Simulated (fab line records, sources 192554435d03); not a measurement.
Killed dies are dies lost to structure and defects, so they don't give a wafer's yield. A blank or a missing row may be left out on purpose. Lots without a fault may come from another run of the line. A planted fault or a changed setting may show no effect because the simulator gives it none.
Which tool did it? | flow n5_finfet | 16 lots, 48 wafers sampled, at 6 steps of a route of 1938

WHAT THE GAUGES READ, wafer by wafer
N5_BEOL_M15_RC_MEAS_101.
lot  | measured     | on        | etest_temp_c (C)  | COMB_M10 (S/m)          | COMB_M11 (S/m)             | COMB_M12 (S/m)           | COMB_M13 (S/m)          | COMB_M14 (S/m)          | COMB_M15 (S/m)          | COMB_M5 (S/m)           | COMB_M5_max_site (S/m)  | COMB_M6 (S/m)           | COMB_M7 (S/m)           | COMB_M8 (S/m)           | COMB_M9 (S/m)              | SERP_M10 (ohm/um) | SERP_M11 (ohm/um) | SERP_M11_max_site (ohm/um) | SERP_M12 (ohm/um) | SERP_M13 (ohm/um) | SERP_M14 (ohm/um) | SERP_M14_max_site (ohm/um) | SERP_M5 (ohm/um) | SERP_M6 (ohm/um) | SERP_M7 (ohm/um) | SERP_M8 (ohm/um) | SERP_M8_max_site (ohm/um) | SERP_M9 (ohm/um) | SERP_M9_max_site (ohm/um)
L074 | day 12 02:58 | prober-01 | 25.10 25.13 25.07 | 1.4e-11 1.5e-11 1.1e-11 | 1.41e-11 1.06e-11 1.31e-11 | 7.5e-12 4.2e-12 6.8e-12  | 5.6e-12 4.8e-12 5.6e-12 | 4.2e-12 4.6e-12 5.9e-12 | 3.4e-12 4.7e-12 3.4e-12 | 4.9e-11 4.4e-11 3.7e-11 | 7e-11 6.2e-11 5.6e-11   | 2.8e-11 3.7e-11 2.9e-11 | 1.7e-11 2.2e-11 2e-11   | 3.6e-11 2.5e-11 3.3e-11 | 1.15e-11 1.23e-11 1.26e-11 | 3.14 3.11 3.15    | 3.12 3.04 3.06    | 3.22 3.28 3.11             | 0.649 0.631 0.648 | 0.303 0.308 0.306 | 0.166 0.164 0.165 | 0.169 0.165 0.168          | 39.7 38.2 40.0   | 13.6 14.5 13.8   | 14.6 14.1 14.7   | 13.6 14.1 14.0   | 14.1 14.9 14.4            | 3.08 3.05 3.10   | 3.21 3.16 3.16
L077 | day 12 21:27 | prober-02 | 24.97 24.92 24.98 | 1.7e-11 1.3e-11 1.3e-11 | 1.66e-11 1.51e-11 1.36e-11 | 7.8e-12 6.1e-12 7.2e-12  | 6.8e-12 6.4e-12 4.7e-12 | 3.9e-12 3.1e-12 3.4e-12 | 2e-12 2.3e-12 2.8e-12   | 3.9e-11 3e-11 3.9e-11   | 4.8e-11 4.3e-11 5e-11   | 2.4e-11 1.5e-11 2.4e-11 | 3.4e-11 2.9e-11 2.6e-11 | 2.3e-11 2.4e-11 1.9e-11 | 1.63e-11 1.54e-11 1.87e-11 | 3.01 3.01 3.15    | 3.00 3.00 3.07    | 3.07 3.10 3.12             | 0.624 0.646 0.645 | 0.301 0.303 0.304 | 0.163 0.167 0.158 | 0.166 0.169 0.161          | 38.6 36.1 38.2   | 14.1 14.2 14.3   | 13.4 13.9 14.0   | 13.8 13.9 14.0   | 14.8 14.7 14.2            | 3.06 2.99 3.10   | 3.10 3.17 3.20
L076 | day 12 21:50 | prober-01 | 25.14 25.07 25.22 | 1.5e-11 1.1e-11 1.3e-11 | 1.24e-11 1.41e-11 1.06e-11 | 6e-12 8.9e-12 7.7e-12    | 3.6e-12 4.8e-12 5.2e-12 | 4.1e-12 4.7e-12 4.6e-12 | 3.1e-12 2.6e-12 2.8e-12 | 4.7e-11 3.3e-11 4.2e-11 | 6.4e-11 4.2e-11 5.7e-11 | 2.7e-11 2.9e-11 2.1e-11 | 2.3e-11 4.1e-11 2.6e-11 | 3.5e-11 3.8e-11 2.6e-11 | 9.7e-12 9.2e-12 9e-12      | 3.05 3.12 3.14    | 2.97 3.03 2.99    | 3.07 3.09 3.17             | 0.656 0.652 0.650 | 0.301 0.309 0.303 | 0.156 0.160 0.159 | 0.158 0.162 0.160          | 37.9 41.0 36.3   | 14.7 14.1 14.7   | 14.1 13.8 13.9   | 14.6 14.1 14.7   | 15.1 15.2 15.1            | 3.07 3.17 3.05   | 3.18 3.35 3.16
L080 | day 13 14:00 | prober-01 | 24.91 24.85 25.01 | 1.5e-11 1.1e-11 1.2e-11 | 1.31e-11 1.3e-11 1.52e-11  | 6.3e-12 7.6e-12 5.6e-12  | 4.8e-12 4.8e-12 6.6e-12 | 5.2e-12 5.8e-12 6.2e-12 | 2.5e-12 2.4e-12 3e-12   | 5e-11 3.7e-11 4.1e-11   | 6.2e-11 7e-11 6e-11     | 2.7e-11 2.2e-11 3.1e-11 | 2.7e-11 2.5e-11 2.2e-11 | 2.9e-11 3.1e-11 3e-11   | 1.59e-11 1.31e-11 1.44e-11 | 3.17 3.04 3.10    | 3.07 2.96 3.10    | 3.12 3.13 3.17             | 0.643 0.650 0.631 | 0.297 0.316 0.312 | 0.163 0.163 0.163 | 0.164 0.163 0.165          | 38.3 37.2 38.4   | 14.0 14.2 13.5   | 13.6 14.7 14.3   | 15.2 14.2 15.2   | 15.7 15.5 15.6            | 2.95 2.94 2.99   | 3.09 3.12 3.18
L081 | day 14 02:29 | prober-01 | 24.96 25.05 24.99 | 1.4e-11 2e-11 1.5e-11   | 1.6e-11 1.36e-11 1.62e-11  | 6.6e-12 4.9e-12 6.3e-12  | 5.7e-12 5.8e-12 5.7e-12 | 4.7e-12 4.8e-12 3.6e-12 | 4.1e-12 4.5e-12 3.3e-12 | 3.3e-11 5e-11 2.9e-11   | 4.5e-11 7.7e-11 4.7e-11 | 2.1e-11 2.2e-11 3.3e-11 | 1.8e-11 2.4e-11 2.2e-11 | 3.1e-11 2.4e-11 2.8e-11 | 1.26e-11 1.88e-11 1.35e-11 | 3.06 3.34 3.08    | 3.02 3.02 3.06    | 3.12 3.08 3.10             | 0.635 0.636 0.633 | 0.305 0.310 0.302 | 0.163 0.160 0.163 | 0.167 0.162 0.164          | 37.1 37.7 37.8   | 14.6 14.0 13.9   | 14.4 14.4 14.0   | 14.7 14.1 13.9   | 15.2 14.3 14.8            | 3.12 3.08 3.11   | 3.22 3.11 3.18
L082 | day 14 11:13 | prober-01 | 24.98 24.98 24.94 | 1.2e-11 1.2e-11 1.4e-11 | 1.34e-11 1.24e-11 1.81e-11 | 6.8e-12 6.2e-12 6.1e-12  | 5.1e-12 4.6e-12 3.5e-12 | 5.3e-12 5e-12 4.4e-12   | 3.5e-12 3.3e-12 3e-12   | 3.2e-11 4e-11 3.3e-11   | 4.6e-11 5.9e-11 4.6e-11 | 2.8e-11 2.7e-11 2.3e-11 | 2.5e-11 2e-11 2.2e-11   | 2.6e-11 2.6e-11 2.2e-11 | 1.13e-11 1.03e-11 1.56e-11 | 3.12 3.12 3.17    | 3.04 2.95 3.14    | 3.12 3.01 3.22             | 0.620 0.619 0.625 | 0.305 0.305 0.303 | 0.163 0.160 0.165 | 0.165 0.163 0.168          | 36.8 35.7 38.2   | 14.7 14.1 14.3   | 13.5 13.8 13.3   | 13.2 13.3 13.2   | 13.7 14.0 13.5            | 3.12 3.18 3.18   | 3.21 3.20 3.22
L083 | day 15 07:35 | prober-01 | 24.86 25.04 24.85 | 1.5e-11 2e-11 1.7e-11   | 2.11e-11 1.36e-11 1.27e-11 | 7.4e-12 8.2e-12 7.3e-12  | 5.4e-12 7.3e-12 5.7e-12 | 4.7e-12 4.8e-12 4.7e-12 | 2.3e-12 3.3e-12 3e-12   | 4.7e-11 3.8e-11 3.4e-11 | 5.9e-11 4.8e-11 4.6e-11 | 2.1e-11 2.3e-11 3e-11   | 3e-11 2.2e-11 2.3e-11   | 3.8e-11 2e-11 3.1e-11   | 1.37e-11 1.42e-11 1.4e-11  | 3.15 3.11 3.06    | 3.26 3.06 3.02    | 3.32 3.10 3.12             | 0.622 0.603 0.620 | 0.304 0.306 0.306 | 0.159 0.164 0.164 | 0.160 0.165 0.166          | 37.8 37.4 40.4   | 14.2 13.3 14.2   | 14.5 14.8 14.0   | 12.4 13.0 13.0   | 13.0 13.5 13.3            | 3.14 3.08 3.10   | 3.21 3.10 3.15
L085 | day 16 10:11 | prober-01 | 24.87 24.78 24.97 | 1.9e-11 2.6e-11 2.2e-11 | 1.68e-11 1.39e-11 1.71e-11 | 9e-12 8e-12 5.5e-12      | 5.5e-12 5.6e-12 4.5e-12 | 4.2e-12 4.7e-12 3.6e-12 | 4.2e-12 3e-12 3.3e-12   | 2.6e-11 4.7e-11 5.9e-11 | 4.3e-11 8.6e-11 7.6e-11 | 2.1e-11 2.9e-11 2.5e-11 | 2.7e-11 3e-11 3e-11     | 2e-11 2.1e-11 2.5e-11   | 1.59e-11 1.82e-11 1.62e-11 | 3.19 3.22 3.12    | 3.00 3.14 3.08    | 3.07 3.19 3.18             | 0.650 0.634 0.632 | 0.307 0.307 0.309 | 0.163 0.163 0.164 | 0.165 0.164 0.166          | 38.1 37.1 40.1   | 14.2 14.1 14.5   | 12.8 13.3 13.1   | 13.4 14.0 13.4   | 14.0 14.6 13.9            | 3.05 3.09 3.09   | 3.08 3.20 3.19
L089 | day 16 13:19 | prober-02 | 25.09 25.27 25.07 | 1.6e-11 1.5e-11 2.2e-11 | 1.11e-11 1.27e-11 1.25e-11 | 7.2e-12 6.7e-12 9.7e-12  | 7.1e-12 6.2e-12 5.5e-12 | 3.7e-12 3e-12 4.1e-12   | 2.7e-12 3.3e-12 2.8e-12 | 3.9e-11 4.9e-11 4.3e-11 | 5.8e-11 9e-11 6.4e-11   | 2.5e-11 2.3e-11 2.1e-11 | 2.6e-11 3.4e-11 2.1e-11 | 3.8e-11 2.8e-11 3e-11   | 1.59e-11 1.34e-11 1.38e-11 | 3.09 3.14 3.17    | 2.97 2.98 2.97    | 3.11 3.06 3.15             | 0.643 0.621 0.643 | 0.300 0.301 0.304 | 0.158 0.163 0.159 | 0.160 0.165 0.160          | 39.5 38.4 39.0   | 13.9 14.6 13.5   | 13.5 13.7 13.6   | 15.1 14.3 14.6   | 15.8 14.9 15.1            | 2.86 3.02 2.88   | 2.94 3.15 2.91
L093 | day 17 02:44 | prober-02 | 24.81 24.79 24.95 | 1.5e-11 1.1e-11 1.5e-11 | 1.75e-11 1.24e-11 1.7e-11  | 7.3e-12 9.8e-12 8.3e-12  | 5.8e-12 5.4e-12 4.5e-12 | 3.9e-12 2.9e-12 3.2e-12 | 2.5e-12 2.4e-12 2.9e-12 | 5.1e-11 3.7e-11 4.7e-11 | 5.9e-11 6.3e-11 7.8e-11 | 2.3e-11 2.2e-11 1.9e-11 | 2.5e-11 3.2e-11 2.4e-11 | 2.5e-11 3.2e-11 2.2e-11 | 1.55e-11 1.78e-11 1.61e-11 | 3.21 3.25 3.18    | 3.10 3.14 3.14    | 3.16 3.23 3.25             | 0.618 0.626 0.640 | 0.306 0.312 0.314 | 0.162 0.158 0.167 | 0.164 0.160 0.170          | 38.5 37.6 38.5   | 13.9 13.9 14.2   | 14.4 14.2 14.8   | 14.0 13.9 14.3   | 14.6 14.9 14.7            | 2.90 3.05 2.94   | 2.98 3.11 3.08
L090 | day 17 07:24 | prober-02 | 25.09 25.13 25.15 | 2.1e-11 1.6e-11 1.5e-11 | 1.86e-11 1.6e-11 1.09e-11  | 4.7e-12 7.1e-12 5.8e-12  | 6.1e-12 4.9e-12 6.4e-12 | 3.9e-12 3.7e-12 5.2e-12 | 1.9e-12 2.6e-12 2.4e-12 | 3.8e-11 3.6e-11 3.1e-11 | 4.9e-11 5.7e-11 6e-11   | 2.2e-11 3.3e-11 1.9e-11 | 2.1e-11 2.5e-11 2.1e-11 | 3.2e-11 3.2e-11 2e-11   | 2.23e-11 1.81e-11 1.67e-11 | 3.12 3.08 3.05    | 2.99 3.02 3.03    | 3.16 3.14 3.16             | 0.644 0.632 0.622 | 0.312 0.301 0.310 | 0.167 0.162 0.160 | 0.168 0.164 0.161          | 40.9 40.1 39.9   | 15.4 14.5 14.5   | 14.3 13.6 14.0   | 13.4 14.1 13.6   | 13.6 14.7 14.3            | 3.04 3.02 3.00   | 3.27 3.20 3.17
L091 | day 17 17:28 | prober-02 | 25.08 25.07 25.11 | 1.7e-11 1e-11 1.5e-11   | 1.8e-11 1.78e-11 1.44e-11  | 8.2e-12 9.3e-12 1.03e-11 | 4.5e-12 6.4e-12 4.6e-12 | 3.8e-12 3.8e-12 3.9e-12 | 2e-12 1.9e-12 2e-12     | 4.3e-11 3.5e-11 3.3e-11 | 6.8e-11 7.1e-11 4.8e-11 | 5e-11 2.2e-11 3.9e-11   | 2.6e-11 2.4e-11 2.3e-11 | 2.5e-11 2.6e-11 2.7e-11 | 1.92e-11 1.37e-11 1.85e-11 | 3.08 3.10 3.05    | 3.11 3.12 3.05    | 3.14 3.27 3.18             | 0.656 0.642 0.645 | 0.307 0.297 0.311 | 0.164 0.159 0.159 | 0.165 0.162 0.161          | 38.8 39.2 38.2   | 14.4 13.5 14.5   | 13.4 14.0 13.5   | 14.3 14.1 14.1   | 14.9 14.7 15.0            | 3.14 3.03 3.12   | 3.20 3.08 3.18
L094 | day 17 21:53 | prober-02 | 24.95 25.15 24.97 | 1.3e-11 1.5e-11 1.5e-11 | 1.86e-11 1.55e-11 1.57e-11 | 5.6e-12 6.4e-12 8.5e-12  | 6.9e-12 5.8e-12 5.5e-12 | 3.1e-12 4.3e-12 4.2e-12 | 2.1e-12 2.6e-12 3.4e-12 | 3.9e-11 3.8e-11 3.1e-11 | 4.8e-11 4.5e-11 5.7e-11 | 2.4e-11 2.7e-11 2.6e-11 | 2.4e-11 2.9e-11 3.8e-11 | 2.5e-11 2.6e-11 3.2e-11 | 1.43e-11 1.17e-11 1.56e-11 | 3.11 3.11 3.06    | 3.13 3.00 2.92    | 3.24 3.08 2.96             | 0.649 0.659 0.659 | 0.309 0.311 0.315 | 0.157 0.164 0.162 | 0.159 0.166 0.165          | 38.8 39.2 38.0   | 12.7 13.5 13.8   | 14.1 13.6 13.7   | 13.8 13.5 14.3   | 14.3 13.9 14.7            | 2.99 2.93 3.00   | 3.06 3.09 3.06
L095 | day 17 22:06 | prober-01 | 24.83 24.93 25.02 | 1.1e-11 1.4e-11 1.3e-11 | 1.57e-11 1.41e-11 1.71e-11 | 7.9e-12 5.9e-12 7.4e-12  | 4e-12 5.6e-12 4.9e-12   | 4.2e-12 5.3e-12 4.5e-12 | 3.1e-12 3.4e-12 3.8e-12 | 2.6e-11 3.9e-11 2.4e-11 | 4.4e-11 4.8e-11 4.4e-11 | 2.4e-11 2.6e-11 2.4e-11 | 2.8e-11 2.4e-11 2.4e-11 | 3.4e-11 4.2e-11 2.1e-11 | 1.1e-11 1.16e-11 1.27e-11  | 3.08 3.14 2.97    | 3.11 3.06 3.18    | 3.18 3.15 3.25             | 0.615 0.638 0.609 | 0.314 0.303 0.310 | 0.166 0.164 0.162 | 0.169 0.164 0.163          | 36.9 39.4 36.6   | 14.4 14.2 14.0   | 13.4 13.9 13.2   | 13.5 14.4 13.8   | 14.0 14.7 14.3            | 3.15 3.17 3.08   | 3.24 3.21 3.18
L092 | day 17 23:08 | prober-02 | 24.97 24.86 25.10 | 1.9e-11 1.5e-11 1.4e-11 | 1.75e-11 1.46e-11 1.54e-11 | 8.2e-12 7.6e-12 6.9e-12  | 4.3e-12 4.5e-12 3.4e-12 | 3.4e-12 3e-12 2.8e-12   | 2.4e-12 3.3e-12 3.1e-12 | 3.4e-11 3.4e-11 3e-11   | 6.5e-11 5.7e-11 4.4e-11 | 3.7e-11 2.5e-11 2.2e-11 | 2.4e-11 2.1e-11 2.7e-11 | 2.5e-11 2.9e-11 3.4e-11 | 1.37e-11 1.31e-11 1.39e-11 | 3.24 3.17 3.08    | 3.09 3.16 3.07    | 3.21 3.26 3.12             | 0.635 0.635 0.633 | 0.307 0.310 0.305 | 0.156 0.166 0.160 | 0.159 0.167 0.162          | 39.1 39.1 38.0   | 14.0 14.3 13.2   | 13.7 13.5 14.3   | 13.7 14.0 14.0   | 14.1 14.5 14.4            | 3.01 2.94 2.98   | 3.10 3.00 3.02
L097 | day 18 06:47 | prober-02 | 24.94 24.98 24.74 | 1.5e-11 1.3e-11 1.8e-11 | 1.27e-11 1.5e-11 1.44e-11  | 7.5e-12 5.5e-12 5e-12    | 4.1e-12 4.7e-12 3.7e-12 | 4.6e-12 3.7e-12 3.4e-12 | 2.6e-12 3e-12 2e-12     | 4.2e-11 4e-11 3e-11     | 5.6e-11 5.7e-11 3.8e-11 | 2.4e-11 2.3e-11 2.6e-11 | 3.5e-11 3.4e-11 2.9e-11 | 2.2e-11 2.5e-11 1.9e-11 | 1.25e-11 8.1e-12 1.48e-11  | 3.17 2.97 3.11    | 3.18 3.10 3.04    | 3.30 3.23 3.15             | 0.628 0.630 0.645 | 0.314 0.309 0.310 | 0.162 0.163 0.165 | 0.164 0.163 0.166          | 37.8 38.0 37.9   | 14.0 13.3 14.0   | 13.9 13.6 13.7   | 14.2 13.7 14.1   | 14.5 14.2 14.5            | 3.01 3.03 2.99   | 3.06 3.17 3.06

N5_MIM_BOT_LITHO_OVL_MEAS_11.
lot  | measured     | on         | MIM_BOT_OVL (nm)
L074 | day 12 08:05 | overlay-02 | 3 1 4
L077 | day 13 03:54 | overlay-02 | -4 -2 -1
L076 | day 13 04:52 | overlay-02 | 7 13 3
L080 | day 13 20:39 | overlay-01 | -9 1 6
L081 | day 14 08:01 | overlay-02 | -4 4 1
L082 | day 14 17:08 | overlay-01 | 5 7 1
L083 | day 15 12:09 | overlay-02 | -4 -8 -1
L085 | day 16 14:28 | overlay-01 | 4 4 8
L089 | day 16 17:22 | overlay-01 | 1 2 4
L093 | day 17 08:11 | overlay-01 | 9 10 11
L090 | day 17 12:44 | overlay-02 | 2 7 4
L091 | day 17 22:20 | overlay-02 | 14 1 7
L094 | day 18 01:47 | overlay-02 | -2 -6 7
L095 | day 18 04:45 | overlay-01 | 2 1 -3
L092 | day 18 04:07 | overlay-01 | -5 0 -3
L097 | day 18 11:16 | overlay-01 | 1 3 -1

WHICH TOOL RAN EACH LOT (tool, then ch and the chambers of the sampled wafers, then the start)
lot  | N5_BEOL_M15_PRE_CLEAN_42     | N5_BEOL_M15_SPUTTER_44       | N5_BEOL_M15_SPUTTER_45       | N5_MIM_TOP_ETCH_STRIP_01
L074 | pvd_sputter-01, day 12 01:38 | pvd_sputter-01, day 12 01:46 | pvd_sputter-01, day 12 01:50 | rie_diel-04 ch 1,2, day 12 07:31
L077 | pvd_sputter-01, day 12 19:58 | pvd_sputter-01, day 12 20:05 | pvd_sputter-01, day 12 20:10 | rie_diel-04 ch 1,2, day 13 03:20
L076 | pvd_sputter-01, day 12 20:17 | pvd_sputter-01, day 12 20:24 | pvd_sputter-01, day 12 20:29 | rie_diel-02 ch 1,2,3, day 13 04:16
L080 | pvd_sputter-02, day 13 12:31 | pvd_sputter-02, day 13 12:38 | pvd_sputter-02, day 13 12:43 | rie_diel-02 ch 0,1,3, day 13 20:12
L081 | pvd_sputter-02, day 14 00:27 | pvd_sputter-02, day 14 00:34 | pvd_sputter-02, day 14 00:39 | rie_diel-04 ch 2,3, day 14 07:33
L082 | pvd_sputter-03, day 14 09:44 | pvd_sputter-03, day 14 09:51 | pvd_sputter-03, day 14 09:56 | rie_diel-04 ch 1,2, day 14 16:33
L083 | pvd_sputter-02, day 15 06:08 | pvd_sputter-02, day 15 06:15 | pvd_sputter-02, day 15 06:20 | rie_diel-06 ch 0,1,3, day 15 11:33
L085 | pvd_sputter-03, day 16 08:52 | pvd_sputter-03, day 16 08:59 | pvd_sputter-03, day 16 09:04 | rie_diel-06 ch 1,2,3, day 16 13:59
L089 | pvd_sputter-03, day 16 11:59 | pvd_sputter-03, day 16 12:06 | pvd_sputter-03, day 16 12:11 | rie_diel-04 ch 0,3, day 16 16:55
L093 | pvd_sputter-01, day 17 01:24 | pvd_sputter-01, day 17 01:31 | pvd_sputter-01, day 17 01:36 | rie_diel-04 ch 0,1, day 17 07:44
L090 | pvd_sputter-02, day 17 05:57 | pvd_sputter-02, day 17 06:04 | pvd_sputter-02, day 17 06:09 | rie_diel-04 ch 0,1, day 17 12:17
L091 | pvd_sputter-02, day 17 15:59 | pvd_sputter-02, day 17 16:06 | pvd_sputter-02, day 17 16:11 | rie_diel-04 ch 0,1, day 17 21:52
L094 | pvd_sputter-03, day 17 20:32 | pvd_sputter-03, day 17 20:39 | pvd_sputter-03, day 17 20:44 | rie_diel-06 ch 1,2,3, day 18 01:20
L095 | pvd_sputter-01, day 17 20:35 | pvd_sputter-01, day 17 20:42 | pvd_sputter-01, day 17 20:47 | rie_diel-06 ch 0,1,2, day 18 04:18
L092 | pvd_sputter-02, day 17 21:21 | pvd_sputter-02, day 17 21:28 | pvd_sputter-02, day 17 21:33 | rie_diel-06 ch 1,2,3, day 18 03:40
L097 | pvd_sputter-01, day 18 05:28 | pvd_sputter-01, day 18 05:35 | pvd_sputter-01, day 18 05:40 | rie_diel-04 ch 0,2,3, day 18 10:49
- N5_BEOL_M15_PRE_CLEAN_42: time 30 s.
- N5_BEOL_M15_SPUTTER_44: material Ta, target thk 15 nm, time 24.19 s.
- N5_BEOL_M15_SPUTTER_45: material Cu, target thk 100 nm, time 16.67 s.
- N5_MIM_TOP_ETCH_STRIP_01: strips in O2.

WHAT THE TOOLS THEMSELVES READ (means of the sampled wafers that have a number; where no wafer has one, the mark that the record gives instead)
N5_BEOL_M15_PRE_CLEAN_42.
lot  | tool           | heater_power_w (W)
L074 | pvd_sputter-01 | 456
L077 | pvd_sputter-01 | 476
L076 | pvd_sputter-01 | 484
L080 | pvd_sputter-02 | 483
L081 | pvd_sputter-02 | 464
L082 | pvd_sputter-03 | 443
L083 | pvd_sputter-02 | 457
L085 | pvd_sputter-03 | 465
L089 | pvd_sputter-03 | 452
L093 | pvd_sputter-01 | 464
L090 | pvd_sputter-02 | 423
L091 | pvd_sputter-02 | 437
L094 | pvd_sputter-03 | 458
L095 | pvd_sputter-01 | 459
L092 | pvd_sputter-02 | 458
L097 | pvd_sputter-01 | 460

N5_BEOL_M15_SPUTTER_44.
lot  | tool           | bias_v (V) | throttle_valve_pct (%)
L074 | pvd_sputter-01 | 79.2       | 30.1
L077 | pvd_sputter-01 | 80.7       | 29.2
L076 | pvd_sputter-01 | 79.8       | 30.2
L080 | pvd_sputter-02 | 80.0       | 30.0
L081 | pvd_sputter-02 | 80.0       | 29.7
L082 | pvd_sputter-03 | 79.5       | 29.8
L083 | pvd_sputter-02 | 79.8       | 30.4
L085 | pvd_sputter-03 | 79.9       | 29.8
L089 | pvd_sputter-03 | 79.3       | 29.3
L093 | pvd_sputter-01 | 80.5       | 30.2
L090 | pvd_sputter-02 | 80.1       | 30.4
L091 | pvd_sputter-02 | 81.0       | 30.1
L094 | pvd_sputter-03 | 79.8       | 29.9
L095 | pvd_sputter-01 | 80.5       | 29.1
L092 | pvd_sputter-02 | 80.2       | 29.8
L097 | pvd_sputter-01 | 79.7       | 30.0

N5_BEOL_M15_SPUTTER_45.
lot  | tool           | bias_v (V) | chuck_gas_flow_sccm (sccm) | throttle_valve_pct (%)
L074 | pvd_sputter-01 | 59.7       | 1.30                       | 30.2
L077 | pvd_sputter-01 | 59.1       | 1.25                       | 29.3
L076 | pvd_sputter-01 | 59.2       | 1.22                       | 30.3
L080 | pvd_sputter-02 | 60.4       | 1.25                       | 29.8
L081 | pvd_sputter-02 | 60.1       | 1.23                       | 29.8
L082 | pvd_sputter-03 | 60.0       | 1.22                       | 29.9
L083 | pvd_sputter-02 | 59.2       | 1.24                       | 30.2
L085 | pvd_sputter-03 | 60.1       | 1.24                       | 29.9
L089 | pvd_sputter-03 | 60.1       | 1.27                       | 29.2
L093 | pvd_sputter-01 | 60.0       | 1.22                       | 30.2
L090 | pvd_sputter-02 | 60.5       | 1.32                       | 30.4
L091 | pvd_sputter-02 | 60.0       | 1.27                       | 30.0
L094 | pvd_sputter-03 | 60.6       | 1.25                       | 29.9
L095 | pvd_sputter-01 | 60.1       | 1.28                       | 29.2
L092 | pvd_sputter-02 | 60.4       | 1.28                       | 29.9
L097 | pvd_sputter-01 | 59.5       | 1.22                       | 30.2

N5_MIM_TOP_ETCH_STRIP_01.
lot  | tool        | drypump_motor_current_A (A) | oes_product_au (a.u.) | rf_vpp_V (V) | showerhead_plenum_p_Torr (Torr) | temp_c (C) | throttle_valve_pct (%)
L074 | rie_diel-04 | 5.6                         | 0.87                  | 4.3          | 2.19                            | 60.09      | 16.59
L077 | rie_diel-04 | 5.6                         | 0.85                  | 4.0          | 2.19                            | 60.10      | 16.61
L076 | rie_diel-02 | 5.7                         | 0.77                  | 3.6          | 2.09                            | 59.93      | 16.52
L080 | rie_diel-02 | 5.5                         | 0.78                  | 4.0          | 2.07                            | 60.17      | 16.53
L081 | rie_diel-04 | 5.7                         | 0.86                  | 2.8          | 2.10                            | 59.95      | 16.50
L082 | rie_diel-04 | 5.6                         | 0.85                  | 2.6          | 2.18                            | 59.99      | 16.63
L083 | rie_diel-06 | 5.4                         | 0.76                  | 3.1          | 2.10                            | 59.98      | 16.89
L085 | rie_diel-06 | 5.4                         | 0.81                  | 2.7          | 2.14                            | 60.01      | 16.74
L089 | rie_diel-04 | 5.3                         | 0.85                  | 3.9          | 2.04                            | 60.01      | 16.66
L093 | rie_diel-04 | 5.1                         | 0.77                  | 4.3          | 2.07                            | 59.96      | 16.66
L090 | rie_diel-04 | 5.1                         | 0.75                  | 3.9          | 2.07                            | 59.89      | 16.59
L091 | rie_diel-04 | 5.2                         | 0.76                  | 3.6          | 2.07                            | 60.02      | 16.63
L094 | rie_diel-06 | 5.4                         | 0.80                  | 4.1          | 2.14                            | 60.07      | 16.72
L095 | rie_diel-06 | 5.2                         | 0.77                  | 3.4          | 2.16                            | 59.98      | 16.94
L092 | rie_diel-06 | 5.4                         | 0.80                  | 4.4          | 2.14                            | 60.05      | 16.76
L097 | rie_diel-04 | 5.5                         | 0.83                  | 3.1          | 2.09                            | 59.90      | 16.67

THE ANSWER, worked out from the rows above alone
Rule: what is usual is taken from the lots themselves. Put in order of their means at a reading, lots are off if they are a third of the lots or fewer, leave a main group of 4 or more, and stand apart from it by a gap of 3 or more times the standard deviation of the main group's means; of several such gaps the widest counts. A main group whose means are all the same, to the digits that the tables above print for the reading, isn't used. A lot without any number at a reading at which 4 lots or more have one is off too. The other lots that the step has rows for count as sound. The gauges are gone through in route order, then the tools' own readings, and for those a lot's mean is taken as printed above. The first step at which some lot is off is used, and at that step the reading that is off furthest; a lot without a number counts as furthest.
No lot is off at any reading shown: from this, nothing can be told.

WHAT THE SIMULATOR HAD PUT IN
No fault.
